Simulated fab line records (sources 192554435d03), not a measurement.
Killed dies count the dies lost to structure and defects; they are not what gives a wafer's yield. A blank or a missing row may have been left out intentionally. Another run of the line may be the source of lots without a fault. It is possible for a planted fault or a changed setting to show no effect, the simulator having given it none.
Split-lot trial -- flow n5 finfet -- 21 wafers read from 7 lots, route of 1938 steps

SPLIT DETAILS
At N5_BEOL_M11_TRENCH_ETCH_37 (etches SiCOH lowk in C4F6/O2, target depth 148.83 nm, time 48 s), the setting time s was moved away from the recipe's 48 s on 7 of the 21 wafers read, by -20.0% to +21.9%. The other wafers ran this setting at the recipe's value.

FROM THE SPLIT TO THE READING: what the file shows between them, 11 steps
- N5_BEOL_M11_ETCH_41: etches SiCN in CH3F/O2, target depth 42.6 nm, time 86 s (also split here: time s)
- N5_BEOL_M11_STRIP_77: strips in N2/H2, time 10 s
- N5_BEOL_M11_OCD_MEAS_38
- N5_BEOL_M11_HM_STRIP_39: strips TiN in peroxide tin strip, target depth 25 nm, time 158 s
- N5_BEOL_M11_SRD_40: time 30 s
- N5_BEOL_M11_ECD_50: material Cu, target thk 318 nm
- N5_BEOL_M11_ANNEAL_51: time 90 s
- N5_BEOL_M11_CMP_52: polishes, stops on SiCOH lowk, t overpolish 7 s, target thk 140 nm
- N5_BEOL_M11_THK_MEAS_53: measures by xrf
- N5_BEOL_M11_PRE_CLEAN_55: time 15 s
- N5_BEOL_M11_DEP_56: deposits SiCN from 3MS/NH3, target thk 30 nm, time 10.5 s

THE READING
M11_RS (ohm/sq), read at N5_BEOL_M11_RS_MEAS_57 with a four-point probe. Typical for fault-free wafers on this fab line: 0.150 ohm/sq, with standard deviation 0.0039 ohm/sq.

wafer,"tool, chamber at the split","time s as run, s",against the recipe,"M11_RS, ohm/sq",against lot-mates on the recipe
L074.1,"rie diel-03, 3",38.39,-20.0%,0.185,+0.033
L074.2,"rie diel-03, 1",38.39,-20.0%,0.196,+0.044
L074.3,"rie diel-03, 2",48,recipe,0.152,-
L076.1,"rie diel-03, 0",48,recipe,0.148,-
L076.2,"rie diel-03, 2",48,recipe,0.150,-
L076.6,"rie diel-03, 1",48,recipe,0.152,-
L083.3,"rie diel-04, 1",48,recipe,0.156,-
L083.4,"rie diel-04, 0",48,recipe,0.147,-
L083.5,"rie diel-04, 3",48,recipe,0.149,-
L089.1,"rie diel-03, 2",48,recipe,0.152,-
L089.4,"rie diel-03, 3",48,recipe,0.142,-
L089.5,"rie diel-03, 1",48,recipe,0.145,-
L092.1,"rie diel-03, 3",48,recipe,0.145,-
L092.4,"rie diel-03, 1",58.53,+21.9%,0.121,-0.025
L092.6,"rie diel-03, 0",48,recipe,0.148,-
L095.1,"rie diel-05, 1",43.4,-9.6%,0.176,+0.022
L095.3,"rie diel-05, 3",48,recipe,0.151,-
L095.4,"rie diel-05, 0",48,recipe,0.156,-
L096.2,"rie diel-05, 2",40.14,-16.4%,0.193,no lot-mate on the recipe
L096.4,"rie diel-05, 2",40.14,-16.4%,0.184,no lot-mate on the recipe
L096.5,"rie diel-05, 0",40.14,-16.4%,0.190,no lot-mate on the recipe

FIT RESULTS
A straight line over all 21 wafers: M11_RS changes by -0.00197 ohm/sq for each +1% of time s; r = -0.96; the points scatter about the line by 0.0058 ohm/sq.
The same after taking each lot's own level away (the mean of its wafers on the recipe; 18 wafers): -0.00165 ohm/sq for each +1%; r = -0.95; scatter 0.0047 ohm/sq.
The reading moves by 0.036 ohm/sq for the largest change in time s, on that fit.
From 0.1463 to 0.1535 ohm/sq: that is the span of the lots' own levels, equal to 1.8 times the standard deviation above.
In other words, the slope is changed by the lot-to-lot level; the two fits disagree.
Check: for one of the wafers moved furthest among these (+21.9%), held out of the fit, the line's prediction against its lot-mates is -0.0428 ohm/sq. Against them it came out at -0.0255 ohm/sq.

THESE WAFERS: OTHER SPLITS
These wafers also went through other splits before the reading. Each is held against what the fit with the lots' levels taken away leaves over:
other split on the same wafers,wafers away from the commonest value,r with M11_RS (lot level and that fit taken away)
N5_BEOL_M11_COAT_05 spin rpm,8,+0.24
N5_BEOL_M11_DESCUM_16 time s,4,+0.10
N5_BEOL_M11_ETCH_41 time s,7,-0.22

THE WHOLE CHAIN: every reading that the file lists as answering this split, in the file's order
step,what it does,reading,change (the file's fit),r (the file's)
N5_BEOL_M11_TRENCH_ETCH_37,"etches SiCOH lowk in C4F6/O2, target depth 148.83 nm, time 48 s","BEOL_M11.feature depth nm (the simulator's own value, which no gauge read)",+1.37 nm for each +1% of the setting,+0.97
N5_BEOL_M11_TRENCH_ETCH_37,"etches SiCOH lowk in C4F6/O2, target depth 148.83 nm, time 48 s","etch.depth nm (the simulator's own value, which no gauge read)",+1.37 nm for each +1% of the setting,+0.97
N5_BEOL_M11_OCD_MEAS_38,,trench depth nm,+1.37 nm for each +1% of the setting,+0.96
N5_BEOL_M11_CMP_52,"polishes, stops on SiCOH lowk, t overpolish 7 s, target thk 140 nm","Cu_of_BEOL_M11_ECD_50.thk nm (the simulator's own value, which no gauge read)",+1.28 nm for each +1% of the setting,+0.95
N5_BEOL_M11_THK_MEAS_53,measures by xrf,M11_THK,+1.25 for each +1% of the setting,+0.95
N5_BEOL_M11_RS_MEAS_57,measures by four-point-probe,M11_RS,-0.00158 for each +1% of the setting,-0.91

THE FILE'S OWN FIT
M11_RS changes by -0.00158 ohm/sq for each +1% of time s, r = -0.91.
